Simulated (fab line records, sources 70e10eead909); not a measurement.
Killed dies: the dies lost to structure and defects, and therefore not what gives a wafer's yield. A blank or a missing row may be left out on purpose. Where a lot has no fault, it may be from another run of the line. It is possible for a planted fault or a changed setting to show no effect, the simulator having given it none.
Matching of chambers | flow nand-harc | pecvd-02 running NHARC_P_M2_PRE_CLEAN_32: 3 sister chambers
The step time 12 s. 20 wafers are shown with their chamber, then 10 later ones without.

WAFERS WITH THEIR CHAMBER
wafer  | chamber | heater-power-w (W)
L078.1 | 0       | 599
L078.3 | 1       | 623
L078.6 | 0       | 594
L078.2 | 2       | 599
L078.4 | 1       | 640
L078.5 | 2       | 596
L086.1 | 0       | 555
L086.4 | 1       | 585
L086.5 | 0       | 554
L088.1 | 2       | 541
L088.4 | 2       | 542
L088.5 | 0       | 559
L087.1 | 1       | 665
L087.2 | 0       | 520
L087.3 | 2       | 527
L090.1 | 2       | 606
L090.2 | 0       | 522
L090.3 | 1       | 620
L091.1 | 0       | 528
L091.5 | 2       | 551

SIGNATURES (averages over the wafers above)
reading        | chamber 0 | chamber 1 | chamber 2 | scatter within a chamber
heater-power-w | 553.88    | 626.60    | 566.00    | 31.1
Rule: for each reading, subtract the chamber's mean from the wafer's reading, divide by that reading's scatter and square the result; add these up over the readings and take the root, which gives the wafer's distance from the chamber. The wafer belongs to the nearest chamber; if the next one is less than 2 further off, it can't be placed. How the scatter is found: for the shown wafers, subtract from each reading the mean of its chamber, square and add these, divide the total by (wafers less chambers), then take the root.

WAFERS WITH NO CHAMBER GIVEN
wafer  | heater-power-w (W)
L091.6 | 629
L092.1 | 623
L092.2 | 579
L092.5 | 625
L095.1 | 532
L095.3 | 611
L095.4 | 544
L096.1 | 588
L096.4 | 584
L096.6 | 512

WHICH CHAMBER EACH ONE RAN IN
wafer  | from the rows above          | in truth
L091.6 | can't be placed: 1 or 2      | 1
L092.1 | can't be placed: 1 or 2      | 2
L092.2 | can't be placed: 2 or 0 or 1 | 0
L092.5 | can't be placed: 1 or 2      | 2
L095.1 | can't be placed: 0 or 2      | 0
L095.3 | can't be placed: 1 or 2 or 0 | 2
L095.4 | can't be placed: 0 or 2      | 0
L096.1 | can't be placed: 2 or 0 or 1 | 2
L096.4 | can't be placed: 2 or 0 or 1 | 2
L096.6 | can't be placed: 0 or 2      | 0
Correctly placed: 0 of 10. Unplaceable from these rows: 10, with the true chamber sitting among the candidates in 10. Placed wrongly: 0.
